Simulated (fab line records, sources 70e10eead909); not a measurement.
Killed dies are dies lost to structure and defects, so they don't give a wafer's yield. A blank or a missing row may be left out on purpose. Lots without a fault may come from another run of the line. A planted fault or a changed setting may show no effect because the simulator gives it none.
A struck lot beside a sound one | flow nand_harc | 41 steps out of a route of 1302
Sound: wafers L795.1, L795.2, L795.4. Struck: wafers L805.1, L805.2, L805.4. The cause comes at the end.
At each step with rows: each side's tool, then ch and its chambers, then its first start. Under that, the readings that differ: sound wafers | struck wafers | difference of the means | sigmas: that difference in standard deviations of wafers without a fault.
alike: readings whose means differ by less than 2 such deviations, and words and numbers that are the same on both sides. not compared: withheld readings, readings that some wafer has no value for, bounds like >300 that may hide the same value, and numbers for which the record gives no deviation and whose values overlap.
The two part at a step that has a row with sigmas, a row that says differs or no value, or rows on one side only. Numbers that don't overlap but have no deviation are shown without sigmas and don't part them. A reading that every wafer of one side lacks parts them only if that side has two wafers or more.

NHARC_THIN_TSV_CD_MEAS_12: target cd 1000 nm.
  sound on cd_sem-03 ch 0, day 26 23:35; struck on cd_sem-01 ch 0, day 29 15:11
  alike: cd_nm
then, 2 steps without rows for these wafers: NHARC_THIN_TSV_HARDBAKE_13 (time 80 s); NHARC_THIN_TSV_DESCUM_14 (chemistry O2, time 3 s).
NHARC_THIN_TSV_ETCH_44: etches the open film in CF4/O2, target depth 1594.2 nm, time 797.1 s.
  sound on rie_diel-07 ch 0,1,2, day 26 23:50; struck on rie_diel-10 ch 1,2,3, day 29 15:29
  reading                | sound       | struck      | difference | sigmas
  rf_hours_counter_h (h) | 8.3 8.6 9.2 | 4.7 3.2 4.1 | -4.7       |
  alike: drypump_motor_current_A, mfc_ar_sccm, oes_product_au, rf_vpp_V, showerhead_plenum_p_Torr, throttle_valve_pct
then, 1 step without rows for these wafers: NHARC_THIN_TSV_ETCH_15 (target depth 3000 nm, bosch target overetch cycles 2, bosch etch step 2.8 s).
NHARC_THIN_TSV_CD_MEAS_16:
  sound on cd_sem-03, day 27 00:32; struck on cd_sem-01, day 29 16:09
  alike: cd_nm
then, 2 steps without rows for these wafers: NHARC_THIN_TSV_STRIP_45 (strips in O2); NHARC_THIN_TSV_STRIP_46 (strips in post etch residue remover, time 1200 s).
NHARC_THIN_TSV_DEP_47: deposits SiO2, target thk 200 nm.
  sound on pecvd-02 ch 0,1,2, day 27 01:25; struck on pecvd-04 ch 1,2, day 29 17:02
  alike: throttle_valve_pct
then, 2 steps without rows for these wafers: NHARC_THIN_TSV_ETCHBACK_48 (etches the open film in C4F8/Ar, target depth 1028.5 nm, time 405.17 s); NHARC_THIN_TSV_STRIP_62 (strips in N2/H2, time 20 s).
NHARC_THIN_TSV_DEGAS_49: time 120 s.
  sound on pvd_sputter-02, day 27 02:21; struck on pvd_sputter-03, day 29 17:58
  alike: heater_power_w
NHARC_THIN_TSV_PRE_CLEAN_50: time 30 s.
  sound on pvd_sputter-02, day 27 02:27; struck on pvd_sputter-03, day 29 18:03
  alike: heater_power_w
then, 6 steps without rows for these wafers: NHARC_THIN_TSV_PVD_19 (deposits TaN, target thk 20 nm); NHARC_THIN_TSV_PVD_51 (deposits Cu, target thk 100 nm); NHARC_THIN_TSV_ECD_20 (material Cu, target thk 2000 nm); NHARC_THIN_TSV_ANNEAL_52 (time 90 s); NHARC_THIN_TSV_CMP_21 (polishes, t overpolish 30 s, target thk 2000 nm); NHARC_THIN_TSV_SRD_23.
NHARC_THIN_TSV_DEGAS_53: time 60 s.
  sound on pvd_sputter-03, day 27 04:20; struck on pvd_sputter-02, day 29 19:58
  alike: heater_power_w
then, 11 steps without rows for these wafers: NHARC_THIN_TSV_PRE_CLEAN_54 (time 30 s); NHARC_THIN_TSV_PVD_55 (deposits TiN, target thk 50 nm); NHARC_THIN_TSV_PVD_24 (deposits Al, target thk 800 nm); NHARC_THIN_TSV_DEHYDRATE_25 (time 120 s); NHARC_THIN_TSV_HMDS_26 (time 30 s); NHARC_THIN_TSV_COAT_27; NHARC_THIN_TSV_SOFTBAKE_28 (time 95 s); NHARC_THIN_TSV_EBR_29; NHARC_THIN_TSV_EXPOSE_30 (exposes mask PAD); NHARC_THIN_TSV_PEB_31 (peb time 85 s); NHARC_THIN_TSV_DEVELOP_32 (time 70 s).
NHARC_THIN_TSV_CD_MEAS_33: target cd 5000 nm.
  sound on cd_sem-02 ch 0, day 27 05:29; struck on cd_sem-02 ch 0, day 29 21:06
  reading    | sound          | struck         | difference | sigmas
  cd_nm (nm) | 4998 4999 4994 | 5005 5006 5001 | +7         | +2
then, 2 steps without rows for these wafers: NHARC_THIN_TSV_HARDBAKE_34 (time 80 s); NHARC_THIN_TSV_DESCUM_35 (chemistry O2, time 3 s).
NHARC_THIN_TSV_ETCH_59: etches the open film in Cl2/BCl3, target depth 880 nm, time 138.1 s.
  sound on rie_metal-01 ch 0,1, day 27 05:46; struck on rie_metal-03 ch 0,1, day 29 21:23
  alike: drypump_motor_current_A, oes_product_au, throttle_valve_pct
  not compared: rf_hours_counter_h
then, 3 steps without rows for these wafers: NHARC_THIN_TSV_ETCH_36 (etches the open film in Cl2/BCl3, target depth 65 nm, time 18.571 s); NHARC_THIN_TSV_STRIP_56 (strips in O2); NHARC_THIN_TSV_STRIP_57 (strips in post etch residue remover, time 1200 s).
NHARC_THIN_TSV_CD_MEAS_37:
  sound on cd_sem-03, day 27 06:56; struck on cd_sem-02, day 29 22:32
  alike: cd_nm
then, 1 step without rows for these wafers: NHARC_THIN_TSV_ANNEAL_58 (time 1800 s).
NHARC_END_SORT_01:
  sound on prober-01 ch 0, day 27 21:28; struck on prober-02 ch 0, day 30 08:03
  reading                  | sound          | struck         | difference | sigmas
  defect_limited_yield (%) | 89.8 91.3 90.5 | 85.1 78.3 79.2 | -9.7       | -3
  killed_at_other          | 0 3 1          | 20 61 59       | +45        | +41
  killed_dies              | 69 59 64       | 101 147 141    | +66        | +3
  alike: killed_at_array, killed_at_periphery, killed_open, killed_short

WHERE THEY PART
First at NHARC_THIN_TSV_CD_MEAS_33; last, within this record, at NHARC_END_SORT_01.

WHY: what the simulator had put in
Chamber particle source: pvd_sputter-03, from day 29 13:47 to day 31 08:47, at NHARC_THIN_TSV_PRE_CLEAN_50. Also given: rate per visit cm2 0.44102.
